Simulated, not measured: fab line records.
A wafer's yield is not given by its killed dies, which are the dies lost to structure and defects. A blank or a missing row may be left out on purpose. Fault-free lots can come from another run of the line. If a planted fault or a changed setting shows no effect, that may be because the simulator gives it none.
Chamber matching :: flow n5-finfet :: pecvd-04 running N5_PASSIVATION_PECVD_01: 3 sister chambers
The step deposits SiNx from SiH4/NH3/N2, target thk 200 nm, time 43.2 s. 6 wafers are shown with their chamber, then 8 later ones without.

== EACH WAFER AND ITS CHAMBER ==
wafer: L084.3
chamber: 1
showerhead-plenum-p-Torr (Torr): 8.55
throttle-valve-pct (%): 28.0

wafer: L084.6
chamber: 2
showerhead-plenum-p-Torr (Torr): 8.68
throttle-valve-pct (%): 26.6

wafer: L088.1
chamber: 0
showerhead-plenum-p-Torr (Torr): 8.64
throttle-valve-pct (%): 27.9

wafer: L088.2
chamber: 1
showerhead-plenum-p-Torr (Torr): 8.55
throttle-valve-pct (%): 27.6

wafer: L088.5
chamber: 2
showerhead-plenum-p-Torr (Torr): 8.67
throttle-valve-pct (%): 26.3

wafer: L091.1
chamber: 0
showerhead-plenum-p-Torr (Torr): 8.64
throttle-valve-pct (%): 28.1

== WAFERS WITH NO CHAMBER GIVEN ==
wafer: L091.3
showerhead-plenum-p-Torr (Torr): 8.67
throttle-valve-pct (%): 26.5

wafer: L091.6
showerhead-plenum-p-Torr (Torr): 8.67
throttle-valve-pct (%): 26.6

wafer: L092.1
showerhead-plenum-p-Torr (Torr): 8.62
throttle-valve-pct (%): 27.8

wafer: L092.2
showerhead-plenum-p-Torr (Torr): 8.56
throttle-valve-pct (%): 27.7

wafer: L092.5
showerhead-plenum-p-Torr (Torr): 8.54
throttle-valve-pct (%): 27.7

wafer: L093.1
showerhead-plenum-p-Torr (Torr): 8.58
throttle-valve-pct (%): 27.8

wafer: L093.4
showerhead-plenum-p-Torr (Torr): 8.62
throttle-valve-pct (%): 28.0

wafer: L093.5
showerhead-plenum-p-Torr (Torr): 8.66
throttle-valve-pct (%): 26.7

== EACH ONE'S CHAMBER ==
wafer: L091.3
from the rows above: 2
in truth: 2

wafer: L091.6
from the rows above: 2
in truth: 2

wafer: L092.1
from the rows above: 0
in truth: 0

wafer: L092.2
from the rows above: 1
in truth: 1

wafer: L092.5
from the rows above: 1
in truth: 1

wafer: L093.1
from the rows above: 1
in truth: 1

wafer: L093.4
from the rows above: 0
in truth: 0

wafer: L093.5
from the rows above: 2
in truth: 2
Correctly placed: 8 of 8. Number that these rows cannot place: 0. Wrongly placed: 0.
How it was worked out, from the rows above alone: a wafer's distance from a chamber is the root of the sum, over the readings, of the square of ((its reading less the chamber's mean) divided by the reading's scatter). If the next closest chamber is less than 2 further off than the closest, the wafer can't be placed; otherwise it belongs to the closest. A chamber's mean is the mean of its shown wafers. The scatter: the root of (the sum of the squares of (reading less its chamber's mean) over the shown wafers, divided by (wafers less chambers)).
